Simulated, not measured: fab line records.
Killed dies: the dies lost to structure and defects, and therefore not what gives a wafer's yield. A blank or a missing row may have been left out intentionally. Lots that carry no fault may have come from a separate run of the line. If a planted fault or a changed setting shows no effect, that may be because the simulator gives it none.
fab line records ; flow nandHarc ; part 1 of 2: steps 1 to 25 of 38
record lots=5; wafers=15; lastDay=33
route steps=1302 shown A_M0@1144 A_M1@1169
lots that met no fault: taken from a fault-free run of the same line
startH: the number of hours between the record's first day and the start of the first shown wafer of the lot ; waitH: how many hours have passed since the lot's step before this one ; " the same as in the row above ; L1.1+2: several wafers, shown together as one row ; - value missing, or start not given ; * or withheld: withheld ; < > ~ a bound
route shown NAME@n: NAME is a module with steps in the file, n the number in the route of the first one ; usual: mean/standard deviation taken from wafers without a fault ; same: alike in all rows ; chamber/n: place in a boat ; sites: each site's reading ; _std_site: the standard deviation of these ; _edge_site: mean of outer sites minus mean of inner sites ; radiusMm: for every site, how far away it sits from the centre of the wafer ; mask NAME#n: copy n ; behind: the tool/chamber that last shaped the wafer ; hold: cause of the lot's hold/its duration in hours/its outcome ; device: the n, p or np transistor that did not switch ; end of line: tests of these same wafers at the route's end ; where a step has no rows: the recipe by itself ; killed: the dies lost at the first sort to structure and to defects; this is not the yield of the wafer ; map: dies across one wafer; x = killed, . = not, _ = none there
set.NAME: setting as actually run; set.NAME@STEP: the setting as run at that earlier step ; model.NAME: the simulator's own value behind a step, which no gauge read
certain route steps with their lots: each step a table, each wafer a row
services: when a tool's chamber went out of use (startH, in hours from the record's first day, below 0 if earlier), for how many hours, and the reason
## steps
# step NHARC_A_M0_EXPOSE_06
# recipe na=1.35; targetCdNm=80; doseMj=83.25; maskId=A_M0
lot.wafer;tool;chamber;startH;waitH;mask
L074.1+2+6;arfiScanner-02;0;540.25;-;A_M0#0
L078.3+5+6;arfiScanner-01;0;544.02;-;A_M0#0
L091.4+5+6;arfiScanner-03;0;676.11;-;A_M0#0
L092.1+2+5;arfiScanner-03;0;688.27;-;A_M0#0
L097.3+4+6;arfiScanner-03;0;741.03;-;A_M0#0
# step NHARC_A_M0_PEB_07
# recipe pebTempC=100; pebTimeS=65
lot.wafer;tool;chamber;startH;waitH
L074.1+2+6;lithoTrack-04;0;540.31;0.1
L078.3+5+6;lithoTrack-01;0;544.07;0.0
L091.4+5+6;lithoTrack-01;0;676.16;0.0
L092.1+2+5;lithoTrack-01;0;688.33;0.1
L097.3+4+6;lithoTrack-04;0;741.09;0.0
# step NHARC_A_M0_DEVELOP_08
# recipe developTimeS=35; devTempC=23
# usual developerTempC=23.00/0.11
# same developTimeS=35
lot.wafer;tool;chamber;startH;waitH;developerTempC
L074.1;lithoTrack-04;0;-;-;23.05
L074.2;lithoTrack-04;0;-;-;23.05
L074.6;lithoTrack-04;0;-;-;22.92
L078.3;lithoTrack-01;0;-;-;22.91
L078.5;lithoTrack-01;0;-;-;23.10
L078.6;lithoTrack-01;0;-;-;22.95
L091.4;lithoTrack-01;0;-;-;23.10
L091.5;lithoTrack-01;0;-;-;23.02
L091.6;lithoTrack-01;0;-;-;23.04
L092.1;lithoTrack-01;0;-;-;23.05
L092.2;lithoTrack-01;0;-;-;23.04
L092.5;lithoTrack-01;0;-;-;22.95
L097.3;lithoTrack-04;0;-;-;23.08
L097.4;lithoTrack-04;0;-;-;23.03
L097.6;lithoTrack-04;0;-;-;23.08
# step NHARC_A_M0_CD_MEAS_09
# recipe targetCdNm=80; landingEnergyEv=500
# usual cdNm=80.0/0.67
lot.wafer;tool;chamber;startH;waitH;cdNm
L074.1;cdSem-01;0;540.39;-;79.6
L074.2;cdSem-01;0;540.39;-;79.0
L074.6;cdSem-01;0;540.39;-;78.4
L078.3;cdSem-01;0;544.15;-;80.2
L078.5;cdSem-01;0;544.15;-;79.9
L078.6;cdSem-01;0;544.15;-;80.9
L091.4;cdSem-01;0;676.24;-;80.0
L091.5;cdSem-01;0;676.24;-;79.3
L091.6;cdSem-01;0;676.24;-;79.7
L092.1;cdSem-03;0;688.41;-;80.8
L092.2;cdSem-03;0;688.41;-;80.7
L092.5;cdSem-03;0;688.41;-;79.6
L097.3;cdSem-02;0;741.17;-;79.6
L097.4;cdSem-02;0;741.17;-;79.4
L097.6;cdSem-02;0;741.17;-;79.1
# step NHARC_A_M0_OVL_MEAS_10
# recipe pitchNm=160
# usual overlayXNm=-0.1/0.76; overlayYNm=0.1/0.74
lot.wafer;tool;chamber;startH;waitH;overlayXNm;overlayYNm
L074.1;overlay-01;-;540.48;-;0.7;-1.0
L074.2;overlay-01;-;540.48;-;0.3;-1.4
L074.6;overlay-01;-;540.48;-;1.3;-1.6
L078.3;overlay-01;-;544.24;-;-0.2;-0.1
L078.5;overlay-01;-;544.24;-;0.0;0.0
L078.6;overlay-01;-;544.24;-;-0.3;-0.4
L091.4;overlay-01;-;676.32;-;0.8;0.0
L091.5;overlay-01;-;676.32;-;0.2;0.1
L091.6;overlay-01;-;676.32;-;0.8;0.2
L092.1;overlay-02;-;688.50;-;1.7;-1.0
L092.2;overlay-02;-;688.50;-;1.5;-1.0
L092.5;overlay-02;-;688.50;-;1.2;-0.7
L097.3;overlay-01;-;741.25;-;0.3;0.5
L097.4;overlay-01;-;741.25;-;0.2;0.3
L097.6;overlay-01;-;741.25;-;0.0;1.1
# step NHARC_A_M0_INSPECT_11
# usual rawDefectCount=94/33
lot.wafer;tool;chamber;startH;waitH;rawDefectCount
L074.1;defectInspect-01;-;540.51;0.0;114
L074.2;defectInspect-01;-;540.51;0.0;115
L074.6;defectInspect-01;-;540.51;0.0;111
L078.3;defectInspect-01;-;544.27;0.0;79
L078.5;defectInspect-01;-;544.27;0.0;75
L078.6;defectInspect-01;-;544.27;0.0;45
L091.4;defectInspect-02;-;676.36;0.0;80
L091.5;defectInspect-02;-;676.36;0.0;78
L091.6;defectInspect-02;-;676.36;0.0;80
L092.1;defectInspect-01;-;688.54;0.0;123
L092.2;defectInspect-01;-;688.54;0.0;147
L092.5;defectInspect-01;-;688.54;0.0;137
L097.3;defectInspect-02;-;741.29;0.0;118
L097.4;defectInspect-02;-;741.29;0.0;107
L097.6;defectInspect-02;-;741.29;0.0;127
# step NHARC_A_M0_DESCUM_14
# recipe timeS=3; o2FlowSccm=200; arFlowSccm=0; biasPowerW=0; chemistry=O2
# usual drypumpMotorCurrentA=5.6/0.49; oesProductAu=0.999/0.0098; rfVppV=57.9/0.88; showerheadPlenumPTorr=1.96/0.098; throttleValvePct=11.311/0.009
lot.wafer;tool;chamber;startH;waitH;drypumpMotorCurrentA;oesProductAu;rfHoursCounterH;rfVppV;showerheadPlenumPTorr;throttleValvePct
L074.1;rieDiel-06;2;540.58;0.1;5.2;1.014;2.1;57.8;2.06;11.306
L074.2;rieDiel-06;3;540.58;0.1;5.9;1.005;1.6;58.1;1.78;11.321
L074.6;rieDiel-06;2;540.58;0.1;5.2;1.002;-;57.4;2.06;11.311
L078.3;rieDiel-06;3;544.33;0.1;5.8;1.006;1.7;57.1;1.78;11.310
L078.6;rieDiel-06;3;544.33;0.1;5.8;0.997;-;57.5;1.78;11.320
L078.5;rieDiel-06;0;544.33;0.1;5.8;0.986;-;58.9;1.95;11.321
L091.5;rieDiel-06;0;676.45;0.1;5.8;0.987;-;58.0;1.95;11.313
L091.6;rieDiel-06;1;676.45;0.1;5.1;0.999;-;58.1;2.05;11.329
L091.4;rieDiel-06;2;676.45;0.1;5.2;0.992;-;58.8;2.06;11.298
L092.1;rieDiel-07;1;688.60;0.1;4.9;0.982;2.5;57.3;2.02;11.312
L092.2;rieDiel-07;0;688.60;0.1;6.3;0.995;3.0;57.5;1.85;11.310
L092.5;rieDiel-07;1;688.60;0.1;4.9;0.987;-;58.1;2.02;11.316
L097.4;rieDiel-06;2;741.36;0.1;5.2;0.993;2.8;58.5;2.06;11.335
L097.3;rieDiel-06;0;741.36;0.1;5.8;0.994;2.0;57.9;1.95;11.315
L097.6;rieDiel-06;2;741.36;0.1;5.2;0.989;-;58.7;2.06;11.306
# step NHARC_A_M0_ETCH_34
# recipe targetDepthA=400; overetchA=120; timeS=43.94; ionEnergyEv=200; n2FlowSccm=150; h2FlowSccm=150; arFlowSccm=0; rfW=400; biasW=150; chemistry=N2/H2
# usual drypumpMotorCurrentA=5.6/0.48; h2FlowSccm=150.0/0.44; oesProductAu=1.000/0.01; rfVppV=432/3.1; showerheadPlenumPTorr=2.08/0.11; throttleValvePct=14.172/0.01
lot.wafer;tool;chamber;startH;waitH;drypumpMotorCurrentA;h2FlowSccm;oesProductAu;rfHoursCounterH;rfVppV;showerheadPlenumPTorr;throttleValvePct
L074.1;rieDiel-06;1;540.66;0.1;5.1;149.6;1.004;2.0;436;2.19;14.171
L074.2;rieDiel-06;2;540.66;0.1;5.2;149.6;1.003;2.1;435;2.20;14.158
L074.6;rieDiel-06;1;540.66;0.1;5.1;149.9;1.004;-;434;2.19;14.162
L078.3;rieDiel-06;2;544.42;0.1;5.2;149.9;1.012;2.2;436;2.20;14.179
L078.5;rieDiel-06;2;544.42;0.1;5.2;149.7;1.001;-;434;2.20;14.172
L078.6;rieDiel-06;3;544.42;0.1;5.9;149.9;1.008;-;426;1.90;14.163
L091.4;rieDiel-06;2;676.53;0.0;5.2;150.5;0.996;0.1;434;2.20;14.174
L091.5;rieDiel-06;0;676.53;0.0;5.8;150.2;0.988;-;431;2.08;14.174
L091.6;rieDiel-06;1;676.53;0.0;5.1;149.3;1.014;-;436;2.18;14.173
L092.1;rieDiel-07;0;688.68;0.1;6.3;149.2;0.994;3.0;428;1.97;14.170
L092.2;rieDiel-07;1;688.68;0.1;4.9;150.3;0.989;2.6;434;2.16;14.165
L092.5;rieDiel-07;1;688.68;0.1;4.9;150.3;0.975;-;434;2.16;14.166
L097.4;rieDiel-06;0;741.44;0.1;5.8;150.1;0.986;2.0;431;2.08;14.178
L097.3;rieDiel-06;1;741.44;0.1;5.1;149.4;1.015;2.3;434;2.18;14.168
L097.6;rieDiel-06;3;741.44;0.1;5.8;150.2;0.998;-;426;1.89;14.181
# step NHARC_A_M0_ETCH_15
# recipe targetDepthA=1500; overetchA=150; timeS=82.5; c4f8FlowSccm=withheld; arFlowSccm=400; rfW=600; biasW=300; chemistry=C4F8/Ar
# usual oesProductAu=0.957/0.021; rfVppV=442/3.3
lot.wafer;tool;chamber;startH;waitH;oesProductAu;rfHoursCounterH;rfVppV
L074.2;rieDiel-06;3;-;-;0.979;1.6;437
L074.1;rieDiel-06;2;-;-;0.968;2.1;445
L074.6;rieDiel-06;0;-;-;0.971;-;442
L078.3;rieDiel-06;2;-;-;0.957;2.2;445
L078.6;rieDiel-06;2;-;-;0.964;-;445
L078.5;rieDiel-06;3;-;-;0.958;-;437
L091.4;rieDiel-06;2;-;-;0.966;0.1;446
L091.6;rieDiel-06;3;-;-;1.006;-;437
L091.5;rieDiel-06;0;-;-;0.953;-;442
L092.1;rieDiel-07;3;-;-;0.985;2.7;440
L092.2;rieDiel-07;0;-;-;0.973;3.0;438
L092.5;rieDiel-07;2;-;-;0.952;-;440
L097.3;rieDiel-06;1;-;-;0.971;2.3;444
L097.4;rieDiel-06;2;-;-;0.955;2.8;444
L097.6;rieDiel-06;0;-;-;0.983;-;443
# step NHARC_A_M0_CD_MEAS_16
# usual cdNm=80.1/0.86
lot.wafer;tool;chamber;startH;waitH;cdNm
L074.1;cdSem-03;-;540.87;-;78.9
L074.2;cdSem-03;-;540.87;-;79.3
L074.6;cdSem-03;-;540.87;-;77.3
L078.3;cdSem-03;-;544.64;-;80.9
L078.5;cdSem-03;-;544.64;-;80.3
L078.6;cdSem-03;-;544.64;-;80.3
L091.4;cdSem-01;-;676.74;-;80.1
L091.5;cdSem-01;-;676.74;-;79.9
L091.6;cdSem-01;-;676.74;-;79.5
L092.1;cdSem-03;-;688.90;-;81.9
L092.2;cdSem-03;-;688.90;-;81.0
L092.5;cdSem-03;-;688.90;-;80.8
L097.3;cdSem-03;-;741.65;-;80.0
L097.4;cdSem-03;-;741.65;-;79.8
L097.6;cdSem-03;-;741.65;-;79.3
# step NHARC_A_M0_STRIP_18
# recipe powerW=1000; n2FlowSccm=150; h2FlowSccm=150; arFlowSccm=0; biasW=0; chemistry=N2/H2
# usual drypumpMotorCurrentA=5.7/0.6; h2FlowSccm=150.0/0.45; oesProductAu=1.000/0.01; powerW=1000/3.3; rfVppV=90.6/0.89; showerheadPlenumPTorr=2.07/0.096; throttleValvePct=14.172/0.0088
lot.wafer;tool;chamber;startH;waitH;drypumpMotorCurrentA;h2FlowSccm;oesProductAu;powerW;rfHoursCounterH;rfVppV;showerheadPlenumPTorr;throttleValvePct
L074.2;rieDiel-07;0;540.94;0.1;6.3;150.2;1.004;999;2.1;90.0;1.97;14.152
L074.1;rieDiel-07;3;540.94;0.1;6.6;150.2;0.983;1001;2.6;90.7;2.00;14.165
L074.6;rieDiel-07;1;540.94;0.1;4.9;150.0;0.991;1002;-;89.9;2.16;14.166
L078.3;rieDiel-07;2;544.78;0.1;6.3;149.5;1.005;996;2.5;90.3;2.02;14.163
L078.6;rieDiel-07;3;544.78;0.1;6.5;149.8;1.001;1003;-;90.5;2.00;14.176
L078.5;rieDiel-07;0;544.78;0.1;6.3;150.6;1.003;1002;-;91.7;1.97;14.166
L091.4;rieDiel-12;3;676.88;0.1;5.7;150.6;1.006;1000;1.4;90.0;2.16;14.175
L091.6;rieDiel-12;0;676.88;0.1;6.4;149.7;1.002;995;-;90.3;2.16;14.169
L091.5;rieDiel-12;1;676.88;0.1;5.0;149.2;0.993;1001;-;92.0;2.07;14.161
L092.1;rieDiel-06;1;689.02;0.1;5.1;149.7;1.005;998;0.7;90.6;2.18;14.182
L092.2;rieDiel-06;2;689.02;0.1;5.2;149.6;0.985;1001;0.8;91.1;2.20;14.175
L092.5;rieDiel-06;0;689.02;0.1;5.8;149.8;0.995;1006;-;90.9;2.08;14.163
L097.4;rieDiel-07;1;741.72;0.1;4.9;149.7;0.983;998;3.7;92.0;2.16;14.172
L097.3;rieDiel-07;2;741.72;0.1;6.3;150.1;1.006;997;3.3;89.8;2.02;14.165
L097.6;rieDiel-07;1;741.72;0.1;4.9;149.7;0.979;999;-;91.3;2.16;14.174
# step NHARC_A_M0_STRIP_19
# recipe timeS=600; tempC=30; chemistry=postEtchResidueRemover
# usual tempC=30.00/0.11
lot.wafer;tool;chamber;startH;waitH;tempC
L074.1;wetBench-06;1;541.23;-;29.98
L074.6;wetBench-06;2;541.23;-;29.96
L074.2;wetBench-06;3;541.23;-;29.93
L078.3;wetBench-07;5;544.98;-;30.20
L078.6;wetBench-07;0;544.98;-;29.91
L078.5;wetBench-07;1;544.98;-;30.38
L091.5;wetBench-06;0;677.08;-;29.93
L091.6;wetBench-06;3;677.08;-;30.01
L091.4;wetBench-06;4;677.08;-;30.09
L092.1;wetBench-03;6;689.27;-;29.95
L092.5;wetBench-03;7;689.27;-;30.00
L092.2;wetBench-03;0;689.27;-;29.85
L097.4;wetBench-06;7;741.99;-;29.94
L097.3;wetBench-06;0;741.99;-;30.00
L097.6;wetBench-06;3;741.99;-;29.88
# step NHARC_A_M0_DEGAS_28
# recipe tempC=250; timeS=60
# usual heaterPowerW=337/33
lot.wafer;tool;chamber;startH;waitH;heaterPowerW
L074.1;pvdSputter-02;-;541.50;-;371
L074.2;pvdSputter-02;-;541.50;-;366
L074.6;pvdSputter-02;-;541.50;-;322
L078.3;pvdSputter-02;-;545.25;-;315
L078.6;pvdSputter-02;-;545.25;-;318
L078.5;pvdSputter-02;-;545.25;-;379
L091.4;pvdSputter-01;-;677.35;-;279
L091.6;pvdSputter-01;-;677.35;-;280
L091.5;pvdSputter-01;-;677.35;-;323
L092.1;pvdSputter-03;-;689.51;-;308
L092.2;pvdSputter-03;-;689.51;-;333
L092.5;pvdSputter-03;-;689.51;-;311
L097.4;pvdSputter-03;-;742.27;-;390
L097.3;pvdSputter-03;-;742.27;-;298
L097.6;pvdSputter-03;-;742.27;-;337
# step NHARC_A_M0_PRE_CLEAN_29
# recipe timeS=30; tempC=280; gas=H2/He
# usual heaterPowerW=417/39
lot.wafer;tool;chamber;startH;waitH;heaterPowerW
L074.2;pvdSputter-02;-;-;-;454
L074.1;pvdSputter-02;-;-;-;415
L074.6;pvdSputter-02;-;-;-;464
L078.3;pvdSputter-02;-;-;-;460
L078.5;pvdSputter-02;-;-;-;456
L078.6;pvdSputter-02;-;-;-;406
L091.4;pvdSputter-01;-;-;-;366
L091.5;pvdSputter-01;-;-;-;408
L091.6;pvdSputter-01;-;-;-;451
L092.2;pvdSputter-03;-;-;-;438
L092.1;pvdSputter-03;-;-;-;484
L092.5;pvdSputter-03;-;-;-;481
L097.3;pvdSputter-03;-;-;-;423
L097.4;pvdSputter-03;-;-;-;365
L097.6;pvdSputter-03;-;-;-;409
# step NHARC_A_M0_PVD_20
# recipe targetThkA=50; biasV=168.6; powerW=15000; chamberPressurePa=0.12; timeS=8.06; substrateTempC=50; material=TaN
# usual throttleValvePct=29.4/1.1
lot.wafer;tool;chamber;startH;waitH;throttleValvePct
L074.2;pvdSputter-02;-;-;-;29.2
L074.1;pvdSputter-02;-;-;-;28.3
L074.6;pvdSputter-02;-;-;-;31.2
L078.3;pvdSputter-02;-;-;-;29.7
L078.6;pvdSputter-02;-;-;-;29.0
L078.5;pvdSputter-02;-;-;-;27.9
L091.4;pvdSputter-01;-;-;-;29.6
L091.6;pvdSputter-01;-;-;-;29.7
L091.5;pvdSputter-01;-;-;-;28.6
L092.1;pvdSputter-03;-;-;-;28.2
L092.2;pvdSputter-03;-;-;-;28.0
L092.5;pvdSputter-03;-;-;-;28.5
L097.4;pvdSputter-03;-;-;-;28.1
L097.3;pvdSputter-03;-;-;-;28.9
L097.6;pvdSputter-03;-;-;-;28.2
# step NHARC_A_M0_PVD_21
# recipe targetThkA=300; chamberPressurePa=5; powerW=5000; substrateTempC=30; timeS=20.49; material=Cu
# usual throttleValvePct=29.3/1
lot.wafer;tool;chamber;startH;waitH;throttleValvePct
L074.1;pvdSputter-02;-;-;-;29.3
L074.2;pvdSputter-02;-;-;-;27.9
L074.6;pvdSputter-02;-;-;-;28.1
L078.3;pvdSputter-02;-;-;-;27.8
L078.6;pvdSputter-02;-;-;-;31.4
L078.5;pvdSputter-02;-;-;-;29.9
L091.4;pvdSputter-01;-;-;-;29.6
L091.6;pvdSputter-01;-;-;-;28.7
L091.5;pvdSputter-01;-;-;-;29.9
L092.2;pvdSputter-03;-;-;-;28.7
L092.1;pvdSputter-03;-;-;-;28.2
L092.5;pvdSputter-03;-;-;-;29.1
L097.3;pvdSputter-03;-;-;-;29.5
L097.4;pvdSputter-03;-;-;-;28.6
L097.6;pvdSputter-03;-;-;-;28.3
# step NHARC_A_M0_ECD_22
# recipe targetThkA=4000; bathTempC=25; material=Cu
lot.wafer;tool;chamber;startH;waitH
L074.2+1+6;ecdCu-02;0,1,0;541.84;-
L078.3+5+6;ecdCu-02;0,1,0;545.75;-
L091.4+5+6;ecdCu-01;0,0,1;677.81;-
L092.1+2+5;ecdCu-02;0,1,0;689.87;-
L097.4+3+6;ecdCu-01;0,1,0;742.73;-
# step NHARC_A_M0_ANNEAL_30
# recipe tempC=225; timeS=90
# usual wafer_temp_C_max=226.04/0.24
lot.wafer;tool;chamber;startH;waitH;wafer_temp_C_max
L074.1;rtpAnneal-01;0;542.22;-;226.30
L074.2;rtpAnneal-01;0;542.22;-;225.75
L074.6;rtpAnneal-01;0;542.22;-;226.21
L078.3;rtpAnneal-02;0;546.08;-;225.98
L078.5;rtpAnneal-02;0;546.08;-;225.64
L078.6;rtpAnneal-02;0;546.08;-;226.35
L091.4;rtpAnneal-02;0;678.24;-;226.13
L091.5;rtpAnneal-02;0;678.24;-;226.39
L091.6;rtpAnneal-02;0;678.24;-;225.68
L092.1;rtpAnneal-02;0;690.25;-;226.01
L092.2;rtpAnneal-02;0;690.25;-;226.21
L092.5;rtpAnneal-02;0;690.25;-;226.14
L097.3;rtpAnneal-01;0;743.11;0.3;226.18
L097.4;rtpAnneal-01;0;743.11;0.3;226.07
L097.6;rtpAnneal-01;0;743.11;0.3;226.04
# step NHARC_A_M0_CMP_23
# recipe tOverpolishS=20; targetThkNm=113.75
# usual motorCurrentA=12.1/1.2; timeToEndpointS=28.6/2.5
lot.wafer;tool;chamber;startH;waitH;motorCurrentA;timeToEndpointS
L074.2;cmp-03;0;542.59;-;12.7;31.9
L074.1;cmp-03;1;542.59;-;11.8;28.7
L074.6;cmp-03;0;542.59;-;13.9;29.3
L078.3;cmp-03;3;546.33;-;11.1;28.4
L078.6;cmp-03;3;546.33;-;11.7;29.5
L078.5;cmp-03;0;546.33;-;14.3;26.9
L091.4;cmp-03;0;678.43;-;13.7;28.5
L091.6;cmp-03;0;678.43;-;13.3;29.1
L091.5;cmp-03;1;678.43;-;12.5;27.3
L092.1;cmp-03;0;690.60;-;13.6;28.3
L092.2;cmp-03;2;690.60;-;10.2;29.4
L092.5;cmp-03;1;690.60;-;11.7;26.5
L097.3;cmp-03;2;743.35;-;10.0;33.6
L097.4;cmp-03;3;743.35;-;11.9;31.1
L097.6;cmp-03;2;743.35;-;10.5;33.7
# step NHARC_A_M0_THK_MEAS_24
# recipe thkMeasGauge=xrf
# usual thkNm=113.6/1.6
lot.wafer;tool;chamber;startH;waitH;thkNm
L074.1;filmMetro-01;-;542.88;-;112.0
L074.2;filmMetro-01;-;542.88;-;114.8
L074.6;filmMetro-01;-;542.88;-;113.1
L078.3;filmMetro-01;-;546.64;-;116.8
L078.5;filmMetro-01;-;546.64;-;114.4
L078.6;filmMetro-01;-;546.64;-;116.5
L091.4;filmMetro-01;-;678.75;-;112.9
L091.5;filmMetro-01;-;678.75;-;115.0
L091.6;filmMetro-01;-;678.75;-;114.5
L092.1;filmMetro-02;-;690.91;-;113.4
L092.2;filmMetro-02;-;690.91;-;114.7
L092.5;filmMetro-02;-;690.91;-;116.4
L097.3;filmMetro-02;-;743.67;-;116.2
L097.4;filmMetro-02;-;743.67;-;115.1
L097.6;filmMetro-02;-;743.67;-;116.4
# step NHARC_A_M0_SRD_25
lot.wafer;tool;chamber;startH;waitH
L074.2+1+6;wetBench-08;5,7,0;542.92;0.0
L078.3+5+6;wetBench-08;3,6,7;546.68;0.0
L091.4+5+6;wetBench-08;1,2,6;678.78;0.0
L092.2+5+1;wetBench-08;4,6,1;690.95;0.0
L097.3+4+6;wetBench-10;3,5,0;743.71;0.0
# step NHARC_A_M0_INSPECT_27
# usual rawDefectCount=575/170
lot.wafer;tool;chamber;startH;waitH;rawDefectCount
L074.1;defectInspect-02;-;543.03;0.0;583
L074.2;defectInspect-02;-;543.03;0.0;609
L074.6;defectInspect-02;-;543.03;0.0;598
L078.3;defectInspect-02;-;546.80;0.0;723
L078.5;defectInspect-02;-;546.80;0.0;711
L078.6;defectInspect-02;-;546.80;0.0;484
L091.4;defectInspect-01;-;678.90;0.0;367
L091.5;defectInspect-01;-;678.90;0.0;509
L091.6;defectInspect-01;-;678.90;0.0;451
L092.1;defectInspect-02;-;691.07;0.0;915
L092.2;defectInspect-02;-;691.07;0.0;590
L092.5;defectInspect-02;-;691.07;0.0;550
L097.3;defectInspect-01;-;743.83;0.0;379
L097.4;defectInspect-01;-;743.83;0.0;630
L097.6;defectInspect-01;-;743.83;0.0;463
# step NHARC_A_M0_PRE_CLEAN_31
# recipe timeS=12; tempC=370; rfPowerW=300; gas=NH3
# usual heaterPowerW=634/86
lot.wafer;tool;chamber;startH;waitH;heaterPowerW
L074.2;pecvd-04;0;543.10;0.1;749
L074.1;pecvd-04;2;543.10;0.1;517
L074.6;pecvd-04;2;543.10;0.1;536
L078.3;pecvd-02;1;546.87;0.1;664
L078.6;pecvd-02;1;546.87;0.1;632
L078.5;pecvd-02;2;546.87;0.1;580
L091.6;pecvd-04;2;679.01;0.1;508
L091.5;pecvd-04;0;679.01;0.1;720
L091.4;pecvd-04;1;679.01;0.1;704
L092.2;pecvd-04;2;691.14;0.1;576
L092.1;pecvd-04;0;691.14;0.1;740
L092.5;pecvd-04;1;691.14;0.1;778
L097.3;pecvd-04;0;743.92;0.1;755
L097.4;pecvd-04;1;743.92;0.1;687
L097.6;pecvd-04;2;743.92;0.1;574
# step NHARC_A_M0_DEP_32
# recipe targetThkA=300; tempC=370; targetThkNm=30; pressureTorr=3; flowSccm=200; rfW=450; material=SiCN
# usual chamberPressureTorr=3.000/0.0071; heaterPowerW=563/91
lot.wafer;tool;chamber;startH;waitH;chamberPressureTorr;heaterPowerW
L074.2;pecvd-04;0;543.18;0.1;3.003;767
L074.1;pecvd-04;2;543.18;0.1;3.001;444
L074.6;pecvd-04;2;543.18;0.1;3.000;439
L078.3;pecvd-02;1;546.95;0.1;2.993;593
L078.6;pecvd-02;1;546.95;0.1;3.003;593
L078.5;pecvd-02;2;546.95;0.1;3.007;502
L091.6;pecvd-04;2;679.17;0.2;3.004;433
L091.5;pecvd-04;0;679.17;0.2;2.998;617
L091.4;pecvd-04;1;679.17;0.2;3.005;763
L092.2;pecvd-04;2;691.21;0.1;3.000;494
L092.1;pecvd-04;0;691.21;0.1;2.995;677
L092.5;pecvd-04;1;691.21;0.1;3.005;772
L097.3;pecvd-04;0;744.06;0.1;3.001;668
L097.4;pecvd-04;1;744.06;0.1;2.998;659
L097.6;pecvd-04;2;744.06;0.1;2.993;450
# step NHARC_A_M1_DEP_00
# recipe targetThkA=1825; targetThkNm=182.5; tempC=withheld; pressureTorr=5; flowSccm=200; rfW=600; material=SiOC
# usual chamberPressureTorr=4.999/0.012
lot.wafer;tool;chamber;startH;waitH;chamberPressureTorr
L074.2;pecvd-04;1;-;-;4.996
L074.1;pecvd-04;0;-;-;4.983
L074.6;pecvd-04;1;-;-;4.984
L078.3;pecvd-02;0;-;-;5.006
L078.6;pecvd-02;0;-;-;4.998
L078.5;pecvd-02;2;-;-;4.999
L091.5;pecvd-04;0;-;-;5.021
L091.6;pecvd-04;1;-;-;5.004
L091.4;pecvd-04;2;-;-;5.012
L092.1;pecvd-02;1;691.63;-;4.972
L092.2;pecvd-02;0;691.63;-;5.007
L092.5;pecvd-02;0;691.63;-;5.001
L097.3;pecvd-04;1;-;-;4.992
L097.4;pecvd-04;1;-;-;5.018
L097.6;pecvd-04;2;-;-;4.983
